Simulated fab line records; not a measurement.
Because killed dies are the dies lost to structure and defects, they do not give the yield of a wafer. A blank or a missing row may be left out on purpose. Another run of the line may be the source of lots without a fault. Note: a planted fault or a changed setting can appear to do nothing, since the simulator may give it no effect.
Split-lot experiment | flow n5Finfet | 7 lots, 39 wafers read, on a route of 1938 steps

== THE SPLIT ==
At N5_BEOL_M14_ILD_DEP_00 (deposits SiO2 from TEOS/O2, target thk 1119.3 nm, time 237.4 s), the setting targetThkA was moved away from the recipe's 11193 angstrom on 6 of the 39 wafers read, by -21.9% to +21.2%. All remaining wafers had this setting at the recipe value.

The file shows no step between the split and the reading.

== THE READING ==
M14_ILD_THK (nm), taken at N5_BEOL_M14_THK_MEAS_01. Typical for fault-free wafers on this fab line: 1119 nm, with standard deviation 16 nm.

wafer  | tool, chamber at the split | targetThkA as run, angstrom | against the recipe | M14_ILD_THK, nm | against lot-mates on the recipe
L086.1 | pecvd-02, 1,0              | 11193                       | recipe             | 1113            | -
L086.2 | pecvd-02, 1,0              | 11193                       | recipe             | 1111            | -
L086.3 | pecvd-02, 2                | 11193                       | recipe             | 1087            | -
L086.4 | pecvd-02, 1,0              | 11193                       | recipe             | 1121            | -
L086.5 | pecvd-02, 1,0              | 11193                       | recipe             | 1122            | -
L086.6 | pecvd-02, 2                | 11193                       | recipe             | 1109            | -
L085.1 | pecvd-03, 1                | 11193                       | recipe             | 1119            | -
L085.2 | pecvd-03, 2                | 13570                       | +21.2%             | 1345            | +227
L085.3 | pecvd-03, 0                | 11193                       | recipe             | 1112            | -
L085.4 | pecvd-03, 2,0              | 13570                       | +21.2%             | 1372            | +254
L085.5 | pecvd-03, 2,0              | 13570                       | +21.2%             | 1371            | +253
L085.6 | pecvd-03, 1                | 11193                       | recipe             | 1124            | -
L087.1 | pecvd-01, 1                | 11193                       | recipe             | 1115            | -
L087.2 | pecvd-01, 0                | 11193                       | recipe             | 1118            | -
L087.3 | pecvd-01, 2                | 11193                       | recipe             | 1101            | -
L087.4 | pecvd-01, 2                | 11193                       | recipe             | 1126            | -
L087.5 | pecvd-01, 1                | 11193                       | recipe             | 1141            | -
L087.6 | pecvd-01, 0                | 11193                       | recipe             | 1135            | -
L089.1 | pecvd-03, 1                | 11193                       | recipe             | 1128            | -
L089.2 | pecvd-03, 0                | 11193                       | recipe             | 1139            | -
L089.3 | pecvd-03, 2                | 11193                       | recipe             | 1135            | -
L089.4 | pecvd-03, 1,0              | 11193                       | recipe             | 1141            | -
L089.5 | pecvd-03, 1,0              | 11193                       | recipe             | 1141            | -
L089.6 | pecvd-03, 2                | 11193                       | recipe             | 1145            | -
L092.1 | pecvd-03, 0                | 11193                       | recipe             | 1097            | -
L092.3 | pecvd-03, 2                | 11193                       | recipe             | 1109            | -
L092.5 | pecvd-03, 0                | 11193                       | recipe             | 1125            | -
L094.1 | pecvd-01, 0                | 11193                       | recipe             | 1113            | -
L094.2 | pecvd-01, 1                | 11193                       | recipe             | 1120            | -
L094.3 | pecvd-01, 2                | 11193                       | recipe             | 1116            | -
L094.4 | pecvd-01, 2                | 11193                       | recipe             | 1121            | -
L094.5 | pecvd-01, 0                | 11193                       | recipe             | 1128            | -
L094.6 | pecvd-01, 1                | 11193                       | recipe             | 1133            | -
L095.1 | pecvd-02, 1                | 8742                        | -21.9%             | 871             | -243
L095.2 | pecvd-02, 0                | 8742                        | -21.9%             | 868             | -246
L095.3 | pecvd-02, 2                | 11193                       | recipe             | 1095            | -
L095.4 | pecvd-02, 2                | 11193                       | recipe             | 1105            | -
L095.5 | pecvd-02, 1                | 11193                       | recipe             | 1142            | -
L095.6 | pecvd-02, 0                | 8742                        | -21.9%             | 895             | -219
Rows listing several chambers each stand for several wafers; the file does not say which wafer went through which chamber.

THE FIT
A straight line over all 39 wafers: M14_ILD_THK changes by +11.2 nm for each +1% of targetThkA; r = +0.99; the points scatter about the line by 15 nm.
The same after taking each lot's own level away (the mean of its wafers on the recipe; 39 wafers): +11.1 nm for each +1%; r = +0.99; scatter 12 nm.
According to that fit, moving targetThkA by its largest amount changes the reading by 2.4e+02 nm.
Across the lots, their own levels run from 1110.3 to 1138.2 nm, a range of 1.7 times the standard deviation given above.
The two slopes agree, so the slope changes little with the lot-to-lot level.
Check: with one of the wafers moved furthest among these (-21.9%) left out of the fit, the line predicts -242 nm for it against its lot-mates. Against them it came out at -243 nm.

== ADDITIONAL SPLITS CARRIED BY THESE WAFERS ==
Note: prior to the reading, these wafers also went through further splits. Each is held against what the fit with the lots' levels taken away leaves over:
other split on the same wafers         | wafers away from the commonest value | r with M14_ILD_THK (lot level and that fit taken away)
N5_BEOL_M4_TRENCH_ETCH_37 targetDepthA | 12                                   | -0.03
N5_BEOL_M6_DESCUM_33 timeS             | 12                                   | -0.06
N5_BEOL_M11_VIA_ETCH_34 targetDepthA   | 9                                    | +0.21

== THE WHOLE CHAIN: every reading that the file lists as answering this split, in the file's order ==
step                    | what it does                                                   | reading                                                                            | change (the file's fit)              | r (the file's)
N5_BEOL_M14_ILD_DEP_00  | deposits SiO2 from TEOS/O2, target thk 1119.3 nm, time 237.4 s | SiO2_of_BEOL_M14_ILD_DEP_00.thkNm (the simulator's own value, which no gauge read) | +11.1 nm for each +1% of the setting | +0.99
N5_BEOL_M14_THK_MEAS_01 |                                                                | M14_ILD_THK                                                                        | +11.1 for each +1% of the setting    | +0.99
N5_BEOL_M14_VIA_ETCH_16 | etches SiO2 in C4F8/O2/Ar, target depth 1231.3 nm              | etch.depthNm (the simulator's own value, which no gauge read)                      | +11.1 nm for each +1% of the setting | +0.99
N5_BEOL_M14_VIA_ETCH_16 | etches SiO2 in C4F8/O2/Ar, target depth 1231.3 nm              | coat_of_BEOL_M14_COAT_04.thkNm (the simulator's own value, which no gauge read)    | -2.6 nm for each +1% of the setting  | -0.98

== THE FILE'S OWN FIT ==
M14_ILD_THK changes by +11.1 nm for each +1% of targetThkA, r = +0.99.
